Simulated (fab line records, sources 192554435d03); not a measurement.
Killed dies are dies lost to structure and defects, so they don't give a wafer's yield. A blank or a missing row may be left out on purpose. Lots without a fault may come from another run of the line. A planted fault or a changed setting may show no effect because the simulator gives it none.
Chamber matching | flow n5_finfet | N5_BEOL_M4_PRE_CLEAN_60 on cvd_co-02: 3 sister chambers
The step time 15 s. 6 wafers are shown with their chamber, then 6 later ones without.

WAFERS WITH THEIR CHAMBER
wafer  | chamber | heater_power_w (W)
L551.6 | 1       | 86
L557.6 | 0       | 97
L558.4 | 1       | 87
L561.1 | 2       | 90
L561.2 | 0       | 98
L561.6 | 2       | 91

WAFERS WITHOUT THEIR CHAMBER
wafer  | heater_power_w (W)
L566.3 | 90
L566.4 | 91
L566.6 | 86
L568.2 | 85
L568.3 | 99
L568.6 | 92

WHICH CHAMBER EACH WENT THROUGH
wafer  | from the rows above | in truth
L566.3 | 2                   | 2
L566.4 | 2                   | 2
L566.6 | 1                   | 1
L568.2 | 1                   | 1
L568.3 | 0                   | 0
L568.6 | 2                   | 2
Placed correctly: 6 of 6. Can't be placed from these rows: 0. Placed wrongly: 0.
How it was worked out, from the rows above alone: a wafer's distance from a chamber is the root of the sum, over the readings, of the square of ((its reading less the chamber's mean) divided by the reading's scatter). The wafer belongs to the nearest chamber; if the next one is less than 2 further off, it can't be placed. A chamber's mean is the mean of its shown wafers. The scatter: the root of (the sum of the squares of (reading less its chamber's mean) over the shown wafers, divided by (wafers less chambers)).
